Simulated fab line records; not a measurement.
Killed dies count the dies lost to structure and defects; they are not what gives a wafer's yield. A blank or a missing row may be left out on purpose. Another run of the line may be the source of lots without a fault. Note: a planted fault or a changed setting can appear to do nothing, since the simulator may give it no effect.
Which tool did it?	flow n5-finfet	Sampling: 8 lots, 23 wafers, 5 of 1938 route steps

WHAT THE GAUGES SHOWED, per wafer
N5_BEOL_M4_RC_MEAS_101. Usual: DIBL_N 36.1 mV/V, standard deviation 1.3; DIBL_P 36.1 mV/V, standard deviation 1.7; IOFF_N 0.154 nA/um, standard deviation 0.022; IOFF_P 0.201 nA/um, standard deviation 0.024; ION_N 675 uA/um, standard deviation 8.9; ION_P 462 uA/um, standard deviation 5.9; SS_N 71.5 mV/dec, standard deviation 0.49; SS_P 73.3 mV/dec, standard deviation 0.58; VT_N 250.0 mV, standard deviation 2.7; VT_P -251.3 mV, standard deviation 2.7.
lot	measured	on	DIBL_N (mV/V)	DIBL_P (mV/V)	IOFF_N (nA/um)	IOFF_P (nA/um)	ION_N (uA/um)	ION_P (uA/um)	SS_N (mV/dec)	SS_P (mV/dec)	VT_N (mV)	VT_P (mV)	flag
L938	day 9 01:45	prober-01	35.5 35.4 35.1	35.7 34.5 34.4	0.139 0.133 0.133	0.213 0.200 0.200	673 656 663	460 459 461	72.1 71.7 71.3	73.3 72.9 72.8	251.8 253.1 249.9	-249.5 -248.3 -248.9	
L942	day 10 15:41	prober-02	35.2 35.0 36.8	34.1 35.0 36.7	0.136 0.151 0.176	0.174 0.192 0.218	662 672 679	452 460 462	71.4 71.7 71.6	72.9 73.4 74.1	253.5 252.1 247.8	-250.5 -250.9 -250.6	
L943	day 10 18:28	prober-01	36.3 37.7 34.9	35.6 37.2 33.8	0.127 0.162 0.116	0.182 0.205 0.165	662 672 664	455 460 455	71.1 71.3 70.9	72.7 74.0 72.9	252.8 249.4 253.7	-253.7 -252.9 -253.3	
L944	day 11 19:52	prober-02	36.7 34.8 35.8	37.2 33.9 36.8	0.167 0.126 0.159	0.223 0.174 0.221	682 671 686	467 460 473	71.5 70.7 71.5	73.8 72.4 73.1	245.8 251.2 247.0	-248.0 -251.6 -249.2	
L947	day 11 21:38	prober-02	36.6 36.9	35.2 35.6	0.166 0.167	0.215 0.219	678 681	455 465	71.7 71.5	73.0 73.0	246.1 246.6	-251.5 -250.9	
L952	day 13 01:31	prober-01	35.4 34.2 36.5	35.5 33.2 36.5	0.150 0.120 0.167	0.197 0.163 0.208	676 666 680	465 456 468	71.8 71.3 72.3	72.6 72.9 73.0	249.4 252.3 248.5	-252.2 -252.5 -249.7	
L956	day 14 10:37	prober-01	35.0 35.0 35.9	35.5 36.1 36.4	0.129 0.136 0.141	0.156 0.168 0.169	667 678 677	456 460 462	71.1 71.8 72.3	73.3 72.9 73.3	251.5 249.9 250.5	-255.6 -253.4 -256.6	
L955	day 14 07:29	prober-02	38.7 37.4 36.1	39.5 38.0 36.4	0.196 0.174 0.147	0.268 0.247 0.211	696 681 670	478 470 464	72.4 72.2 71.9	73.9 73.6 73.0	244.5 245.3 251.1	-245.7 -248.8 -247.4	

TOOL THAT RAN EACH LOT (tool first, then ch and the chambers of the sampled wafers, then the start)
lot	N5_BEOL_M3_ETCH_63	N5_BEOL_M3_STRIP_66	N5_BEOL_M3_STRIP_19	N5_BEOL_M3_VIA_ETCH_34
L938	rie-diel-03 ch 0,2, day 8 02:13	rie-diel-03 ch 0,2, day 8 02:23	rie-diel-03 ch 1,2, day 8 02:32	rie-diel-05 ch 1,2,3, day 8 04:43
L942	rie-diel-04 ch 1,2,3, day 9 08:12	rie-diel-04 ch 1,2,3, day 9 08:21	rie-diel-04 ch 0,2, day 9 08:31	rie-diel-04 ch 1,2, day 9 21:26
L943	rie-diel-04 ch 1,2,3, day 9 13:46	rie-diel-04 ch 1,2,3, day 9 13:55	rie-diel-04 ch 0,1,3, day 9 14:05	rie-diel-04 ch 0,2,3, day 9 23:19
L944	rie-diel-03 ch 1,3, day 10 07:46	rie-diel-03 ch 1,3, day 10 07:55	rie-diel-04 ch 0,1, day 10 08:10	rie-diel-04 ch 0,3, day 10 14:00
L947	rie-diel-04 ch 2,3, day 10 18:15	rie-diel-04 ch 2,3, day 10 18:24	rie-diel-03 ch 2,3, day 10 18:34	rie-diel-04 ch 1,2, day 11 04:52
L952	rie-diel-05 ch 0,1,2, day 11 21:56	rie-diel-05 ch 0,1,2, day 11 22:05	rie-diel-04 ch 1,2, day 11 22:16	rie-diel-03 ch 0,1,3, day 12 09:13
L956	rie-diel-04 ch 1,2,3, day 13 01:46	rie-diel-04 ch 1,2,3, day 13 01:56	rie-diel-05 ch 1,2, day 13 02:06	rie-diel-03 ch 0,1, day 13 20:47
L955	rie-diel-04 ch 2,3, day 13 03:35	rie-diel-04 ch 2,3, day 13 03:44	rie-diel-04 ch 1,2,3, day 13 03:53	rie-diel-03 ch 0,2,3, day 13 17:32
- N5_BEOL_M3_ETCH_63: etches SiARC in CF4, target depth 15.6 nm, time 26 s.
- N5_BEOL_M3_STRIP_66: strips in CF4.
- N5_BEOL_M3_STRIP_19: strips in O2.
- N5_BEOL_M3_VIA_ETCH_34: etches the open film in C4F6/O2, target depth 69.4 nm, time 65.9 s.

AS READ BY THE TOOLS THEMSELVES (means over the sampled wafers that have a number; for cases with no such wafer, the mark the record gives instead)
N5_BEOL_M3_ETCH_63. Usual: chamber-pressure-mTorr 40.00 mTorr, standard deviation 0.038; drypump-motor-current-A 5.9 A, standard deviation 0.42; etch-rf-on-time-s 26.0 s, standard deviation 0.46; mfc-ar-sccm 100.0 sccm, standard deviation 0.32; oes-product-au 0.65 a.u., standard deviation 0.052; rf-vpp-V 184.4 V, standard deviation 1.1; showerhead-plenum-p-Torr 2.16 Torr, standard deviation 0.052; throttle-valve-pct 15.66 %, standard deviation 0.15.
lot	tool	chamber-pressure-mTorr (mTorr)	drypump-motor-current-A (A)	etch-rf-on-time-s (s)	mfc-ar-sccm (sccm)	oes-product-au (a.u.)	rf-vpp-V (V)	showerhead-plenum-p-Torr (Torr)	throttle-valve-pct (%)	flag
L938	rie-diel-03	40.02	6.1	25.8	100.2	0.63	184.9	2.12	15.61	
L942	rie-diel-04	39.98	6.3	26.4	100.3	0.62	183.9	2.13	15.66	
L943	rie-diel-04	40.02	6.4	26.4	100.4	0.62	183.9	2.13	15.66	
L944	rie-diel-03	40.01	5.9	25.5	100.6	0.69	184.1	2.10	15.55	
L947	rie-diel-04	40.02	6.5	26.5	100.1	0.60	183.3	2.12	15.61	
L952	rie-diel-05	40.01	5.6	26.3	100.2	0.62	184.3	2.19	15.82	
L956	rie-diel-04	39.99	6.4	26.5	100.2	0.60	183.3	2.12	15.70	
L955	rie-diel-04	39.98	6.5	26.7	99.8	0.59	183.7	2.12	15.63	

N5_BEOL_M3_STRIP_66. Usual: chamber-pressure-mTorr 50.00 mTorr, standard deviation 0.046; drypump-motor-current-A 5.9 A, standard deviation 0.41; oes-product-au 0.75 a.u., standard deviation 0.054; rf-vpp-V 271.5 V, standard deviation 1.3; showerhead-plenum-p-Torr 1.81 Torr, standard deviation 0.043; throttle-valve-pct 13.64 %, standard deviation 0.16.
lot	tool	chamber-pressure-mTorr (mTorr)	drypump-motor-current-A (A)	oes-product-au (a.u.)	rf-vpp-V (V)	showerhead-plenum-p-Torr (Torr)	throttle-valve-pct (%)	flag
L938	rie-diel-03	49.98	6.0	0.73	271.0	1.78	13.62	
L942	rie-diel-04	50.00	6.4	0.72	271.6	1.78	13.65	
L943	rie-diel-04	49.96	6.3	0.72	270.8	1.78	13.66	
L944	rie-diel-03	50.03	5.9	0.79	269.9	1.76	13.52	
L947	rie-diel-04	50.02	6.5	0.70	271.1	1.78	13.61	
L952	rie-diel-05	49.99	5.6	0.73	272.0	1.83	13.80	
L956	rie-diel-04	50.02	6.4	0.70	270.5	1.78	13.72	
L955	rie-diel-04	49.99	6.5	0.69	271.4	1.78	13.63	

N5_BEOL_M3_STRIP_19. Usual: chamber-pressure-mTorr 30.001 mTorr, standard deviation 0.027; drypump-motor-current-A 5.9 A, standard deviation 0.44; oes-product-au 0.76 a.u., standard deviation 0.058; rf-vpp-V 3.7 V, standard deviation 0.47; showerhead-plenum-p-Torr 2.13 Torr, standard deviation 0.057; throttle-valve-pct 16.72 %, standard deviation 0.14.
lot	tool	chamber-pressure-mTorr (mTorr)	drypump-motor-current-A (A)	oes-product-au (a.u.)	rf-vpp-V (V)	showerhead-plenum-p-Torr (Torr)	throttle-valve-pct (%)	flag
L938	rie-diel-03	29.987	5.6	0.79	4.1	2.08	16.54	
L942	rie-diel-04	30.001	5.8	0.81	3.3	2.17	16.56	
L943	rie-diel-04	30.002	6.0	0.76	3.7	2.14	16.69	
L944	rie-diel-04	30.002	5.7	0.80	3.4	2.18	16.65	
L947	rie-diel-03	29.997	5.5	0.71	3.2	2.08	16.73	
L952	rie-diel-04	30.003	6.3	0.73	3.7	2.09	16.83	
L956	rie-diel-05	29.988	5.8	0.71	3.3	2.16	16.92	
L955	rie-diel-04	29.993	6.4	0.71	3.7	2.08	16.78	

N5_BEOL_M3_VIA_ETCH_34. Usual: for chamber-pressure-mTorr, 15.000 mTorr with a standard deviation of 0.013; for drypump-motor-current-A, 5.9 A with a standard deviation of 0.42; for mfc-ar-sccm, 300.2 sccm with a standard deviation of 0.81; for oes-product-au, 0.76 a.u. with a standard deviation of 0.057; for rf-vpp-V, 666 V with a standard deviation of 4.1; for showerhead-plenum-p-Torr, 2.87 Torr with a standard deviation of 0.075; for throttle-valve-pct, 30.74 % with a standard deviation of 0.19.
lot	tool	chamber-pressure-mTorr (mTorr)	drypump-motor-current-A (A)	mfc-ar-sccm (sccm)	oes-product-au (a.u.)	rf-vpp-V (V)	showerhead-plenum-p-Torr (Torr)	throttle-valve-pct (%)	flag
L938	rie-diel-05	15.008	5.7	299.4	0.77	668	2.96	30.79	
L942	rie-diel-04	15.004	6.4	299.7	0.73	665	2.82	30.67	
L943	rie-diel-04	15.002	6.1	300.9	0.76	664	2.88	30.61	
L944	rie-diel-04	14.993	6.1	300.4	0.91	662	2.88	30.71	
L947	rie-diel-04	14.994	6.3	300.6	0.86	665	2.82	30.77	
L952	rie-diel-03	15.002	6.0	299.2	0.75	668	2.78	30.68	
L956	rie-diel-03	15.005	6.3	300.2	0.74	665	2.78	30.65	
L955	rie-diel-03	15.005	5.8	300.5	0.70	667	2.80	30.66	

THE ANSWER, worked out from the rows above alone
Rule: a lot is off if the mean of its wafers that have a number lies more than 3 standard deviations from the usual mean. Also off: a lot with no number at a reading for which 4 or more lots have one. Where the step has rows for the other lots, those lots are counted as sound. First the gauges in route order, then the tools' own readings, where a lot's mean is used as printed above. At the first step where some lot is off, the reading lying furthest off is the one used; lots without a number count as furthest.
Nothing can be told from this: no lot is off at any reading shown.

WHAT THE SIMULATOR HAD PUT IN
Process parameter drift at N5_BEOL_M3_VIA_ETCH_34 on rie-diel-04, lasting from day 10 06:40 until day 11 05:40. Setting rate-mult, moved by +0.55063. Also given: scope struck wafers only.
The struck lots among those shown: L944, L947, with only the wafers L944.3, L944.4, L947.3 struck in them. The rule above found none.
